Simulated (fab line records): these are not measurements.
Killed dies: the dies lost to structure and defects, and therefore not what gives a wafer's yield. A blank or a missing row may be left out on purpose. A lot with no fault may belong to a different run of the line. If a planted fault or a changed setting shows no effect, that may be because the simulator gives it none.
A struck lot beside a sound one :: flow n5Finfet :: 27 out of 1938 route steps
Sound: the wafers L848.2, L848.3, L848.5. The struck wafers were L865.1, L865.4, L865.6. The cause comes at the end.
At each step with rows: each side's tool, then ch and its chambers, then its first start. Under that, the readings that differ: sound wafers :: struck wafers :: difference of the means :: sigmas: that difference in standard deviations of wafers without a fault.
alike: readings with means less than 2 such deviations apart, plus words and numbers identical on both sides. not compared: withheld readings, readings lacking a value on some wafer, bounds such as >300 that could conceal the same value, and numbers that have no deviation in the record and whose values overlap.
The two part at a step that has a row with sigmas, a row that says differs or no value, or rows on one side only. Numbers that don't overlap but have no deviation are shown without sigmas and don't part them. A reading that every wafer of one side lacks parts them only if that side has two wafers or more.

first, 4 steps without rows for these wafers: N5_BEOL_M0_WET_ETCH_106 (etches SiO2 in DHF, target depth 130 nm, rinse time 30 s); N5_BEOL_M0_ETCH_128 (etches SiCN in CF4/N2, target depth 12 nm, overetch 5.1 nm, time 21.4 s); N5_BEOL_M0_TRENCH_ETCH_107 (etches SiOC in C4F6/O2, target depth 32.8 nm, time 16.4 s); N5_BEOL_M0_STRIP_142 (strips in N2/H2, time 10 s).
N5_BEOL_M0_OCD_MEAS_108:
  sound: ocd-02 at day 6 10:37; struck: ocd-02 at day 10 15:10
  alike: trenchDepthNm
then, 5 steps without rows for these wafers: N5_BEOL_M0_HM_STRIP_129 (strips TiN in peroxide tin strip, target depth 17 nm, time 108 s); N5_BEOL_M0_SRD_130 (time 30 s); N5_BEOL_M0_ETCH_109 (etches SiCN in CH3F/O2, target depth 8 nm, overetch 2.4 nm, time 27.4 s); N5_BEOL_M0_STRIP_139 (strips in post etch residue remover, time 60 s); N5_BEOL_M0_SRD_111 (time 30 s).
N5_BEOL_M0_DEGAS_112: time 60 s.
  sound: pvdSputter-03 at day 6 11:11; struck: pvdSputter-03 at day 10 15:50
  alike: heaterPowerW
then, 1 step without rows for these wafers: N5_BEOL_M0_PRE_CLEAN_113 (time 30 s).
N5_BEOL_M0_ALD_136: deposits TaN, pulse time 2 s, purge time 3 s, co reactant purge time 2 s.
  sound on aldMetal-04 ch 0,3, day 6 11:17; struck on aldMetal-03 ch 1,2,3, day 10 15:56
  no value came back on the struck wafers for aldCycles, chamberPressureTorr (Torr), heaterPowerW (W), precursorVesselTempC (C); on the sound wafers aldCycles reads 30 30 30
then, 2 steps without rows for these wafers: N5_BEOL_M0_SURFACE_TREAT_137; N5_BEOL_M0_CVD_115 (deposits Co from CCTBA/H2, time 120 s).
N5_BEOL_M0_SPUTTER_116: material Cu, target thk 4 nm, time 7.37 s.
  sound: pvdSputter-03 at day 6 11:50; struck: pvdSputter-03 at day 10 16:39
  alike: throttleValvePct
then, 1 step without rows for these wafers: N5_BEOL_M0_ANNEAL_117 (time 60 s).
N5_BEOL_M0_SPUTTER_132: material Cu, target thk 4 nm, time 7.37 s.
  sound: pvdSputter-03 at day 6 11:58; struck: pvdSputter-03 at day 10 16:46
  alike: throttleValvePct
N5_BEOL_M0_ANNEAL_133: time 60 s.
  sound: pvdSputter-03 at day 6 12:02; struck: pvdSputter-03 at day 10 16:51
  alike: heaterPowerW
then, 4 steps without rows for these wafers: N5_BEOL_M0_SPUTTER_134 (material Cu, target thk 4 nm, time 7.37 s); N5_BEOL_M0_ANNEAL_135 (time 60 s); N5_BEOL_M0_SPUTTER_141 (material Cu, target thk 4 nm, time 7.37 s); N5_BEOL_M0_ECD_118 (material Cu, target thk 300 nm).
N5_BEOL_M0_ANNEAL_119: time 90 s.
  sound on rtpAnneal-01 ch 0, day 6 12:26; struck on rtpAnneal-01 ch 0, day 10 17:18
  alike: wafer_temp_C_max
N5_BEOL_M0_CMP_120: polishes, stops on SiOC, t overpolish 6.9 s.
  sound on cmp-03 ch 1,2, day 6 12:44; struck on cmp-03 ch 0,1,2, day 10 17:38
reading: barrierFieldEndpointS (s)
sound: 3.64 3.74 3.49
struck: 2.04 1.87 1.92
difference: -1.68
sigmas: -11
  alike: motorCurrentA, slurryFilterDpKPa
N5_BEOL_M4_RC_MEAS_101:
  the record has rows for the sound wafers here (prober-01 ch 0, day 8 09:57) and none for the struck ones
-- here the record skips 7 days between the struck wafers' starts before and after, leaving off in module BEOL_M4 and picking up in module PASSIVATION (first step shown: number 1936 of the route) --
N5_PASSIVATION_PROBE_49:
  the record has rows for the struck wafers here (prober-01, day 17 15:23) and none for the sound ones

== WHERE THEY PART ==
At N5_BEOL_M0_ALD_136 first; at N5_PASSIVATION_PROBE_49 last (within this record only).

WHY: whatever the simulator had introduced
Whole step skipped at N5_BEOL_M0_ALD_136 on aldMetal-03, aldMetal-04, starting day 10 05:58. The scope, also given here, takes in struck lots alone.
